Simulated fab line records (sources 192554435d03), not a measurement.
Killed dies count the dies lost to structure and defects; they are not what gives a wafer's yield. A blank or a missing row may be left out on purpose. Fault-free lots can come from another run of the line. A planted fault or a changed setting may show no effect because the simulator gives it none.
Struck lot and sound lot, side by side	flow n5-finfet	36 steps out of a route of 1938
Sound: these wafers, L129.3, L129.4, L129.6. The struck wafers were L135.3, L135.4, L135.6. Last of all comes the cause.
For every step that has rows: the tool of each side, followed by ch and its chambers, followed by its first start. Under that, the readings that differ: sound wafers	struck wafers	difference of the means	sigmas: that difference in standard deviations of wafers without a fault.
alike: same words and numbers on both sides, and readings whose means sit less than 2 such deviations apart. not compared: any withheld reading, any reading some wafer has no value for, any bound like >300 that may hide the same value, and any number with overlapping values for which the record gives no deviation.
A row with sigmas, a row that says differs or no value, or rows on one side alone: a step with any of these is where the two part. Numbers that have no deviation but don't overlap get no sigmas and don't part them. A reading that every wafer of one side lacks parts them only if that side has two wafers or more.

first, 9 steps without rows for these wafers: N5_BEOL_M4_ANNEAL_95 (time 240 s); N5_BEOL_M4_SPUTTER_96 (material Cu, target thk 4.5 nm, time 8.29 s); N5_BEOL_M4_ECD_50 (material Cu, target thk 300 nm); N5_BEOL_M4_ANNEAL_51 (time 90 s); N5_BEOL_M4_CMP_52 (polishes, stops on SiOC, t overpolish 6.8 s, target thk 40 nm); N5_BEOL_M4_PRE_CLEAN_60 (time 15 s); N5_BEOL_M4_CO_CAP_55 (material Co, precursor CCTBA/H2, target thk 2 nm, time 102.1 s); N5_BEOL_M4_PRE_CLEAN_56 (time 15 s); N5_BEOL_M4_DEP_57 (deposits SiCN from 3MS/NH3, target thk 8 nm, time 14 s).
N5_BEOL_M4_RC_MEAS_101:
  sound on prober-02 ch 0, day 8 13:31; struck on prober-01 ch 0, day 10 00:25
  alike: DIBL_N, DIBL_P, IOFF_N, IOFF_P, ION_N, ION_P, SS_N, SS_P, VT_N, VT_P
then, 24 steps without rows for these wafers: N5_BEOL_M5_ILD_DEP_00 (deposits SiCOH lowk from DEMS/porogen, target thk 140.64 nm, time 25.9 s); N5_BEOL_M5_CURE_79 (cures SiCOH lowk, time 240 s); N5_BEOL_M5_PECVD_70 (deposits SiO2 from TEOS/O2, target thk 16 nm, time 18 s); N5_BEOL_M5_HM_DEP_02 (deposits TiN, target thk 20 nm); N5_BEOL_M5_COAT_59 (time 60 s, resist thk 60 nm); N5_BEOL_M5_COAT_60 (time 60 s, resist thk 12 nm); N5_BEOL_M5_COAT_71 (time 60 s, resist thk 5 nm); N5_BEOL_M5_COAT_05 (resist thk 30 nm); N5_BEOL_M5_EBR_07; N5_BEOL_M5_SOFTBAKE_06 (time 60 s); N5_BEOL_M5_EXPOSE_08 (exposes mask M5, target cd 28 nm); N5_BEOL_M5_PEB_09 (peb time 60 s); N5_BEOL_M5_DEVELOP_10 (develop time 30 s); N5_BEOL_M5_DESCUM_16 (chemistry O2, time 7 s); N5_BEOL_M5_ETCH_72 (etches underlayer in N2/H2, target depth 6.5 nm, time 5.2 s); N5_BEOL_M5_ETCH_61 (etches SiARC in CF4, target depth 15.6 nm, time 26 s); N5_BEOL_M5_ETCH_62 (etches SOC in N2/H2, target depth 75 nm, overetch 15 nm, time 112.5 s); N5_BEOL_M5_STRIP_63 (strips in N2/H2); N5_BEOL_M5_STRIP_73 (strips in N2/H2); N5_BEOL_M5_STRIP_64 (strips in CF4); N5_BEOL_M5_HM_OPEN_17 (chemistry Cl2/BCl3, target TiN, target depth 20 nm, overetch 6 nm); N5_BEOL_M5_STRIP_19 (strips in O2); N5_BEOL_M5_COAT_65 (time 60 s, resist thk 60 nm); N5_BEOL_M5_COAT_66 (time 60 s, resist thk 12 nm).
-- a jump in the record: the struck wafers' starts before and after are 3 days apart (it breaks off in module BEOL_M5 and resumes in module BEOL_M15, where the first step shown is number 1813 of the route) --
N5_BEOL_M15_STRIP_37: strips in O2.
  sound on rie-diel-05 ch 0,1,2, day 12 06:59; struck on rie-diel-05 ch 0,1, day 13 08:21
  no value came back on the struck wafers for any of 7 readings (bias-power-w (W), chamber-pressure-mTorr (mTorr) and others); on the sound wafers bias-power-w (W) reads 0 0 0
  not compared: rf-hours-counter-h
N5_PASSIVATION_PROBE_49:
  only the struck wafers here have rows in the record (prober-01, day 13 23:08); the sound ones have none

WHERE THEY PART
Earliest at N5_BEOL_M15_STRIP_37; latest, in this record, at N5_PASSIVATION_PROBE_49.

WHY: the cause the simulator had injected
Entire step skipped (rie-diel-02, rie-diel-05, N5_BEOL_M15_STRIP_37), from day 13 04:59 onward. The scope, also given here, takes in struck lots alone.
